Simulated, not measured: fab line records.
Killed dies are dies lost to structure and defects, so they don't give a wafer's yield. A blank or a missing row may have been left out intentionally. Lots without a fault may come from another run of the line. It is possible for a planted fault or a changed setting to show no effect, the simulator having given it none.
Matching of chambers -- flow nandHarc -- rieDiel-11 running NHARC_P_M1_DESCUM_14: 4 sister chambers
The step chemistry O2, time 3 s. 4 wafers are shown with their chamber, then 7 later ones without.

## WAFERS WITH THEIR CHAMBER
wafer,chamber,showerheadPlenumPTorr (Torr)
L080.1,0,2.00
L081.6,2,1.94
L083.2,1,1.77
L083.4,3,1.87

## WAFERS WITHOUT THEIR CHAMBER
wafer,showerheadPlenumPTorr (Torr)
L083.5,1.93
L088.1,1.86
L088.3,1.93
L088.4,2.00
L089.3,1.93
L089.4,1.86
L089.5,2.00

## EACH ONE'S CHAMBER
wafer,from the rows above,in truth
L083.5,2,2
L088.1,3,3
L088.3,2,2
L088.4,0,0
L089.3,2,2
L089.4,3,3
L089.5,0,0
7 of 7 placed correctly. Not placeable from these rows: 0. Number placed wrongly: 0.
How it was worked out, from the rows above alone: a wafer's distance from a chamber is the root of the sum, over the readings, of the square of ((its reading less the chamber's mean) divided by the reading's scatter). The wafer belongs to the nearest chamber; if the next one is less than 2 further off, it can't be placed. A chamber's mean is the mean of its shown wafers. The scatter: with one shown wafer a chamber, the root of the mean of the squares of how far each hidden wafer lies from its nearest shown one.
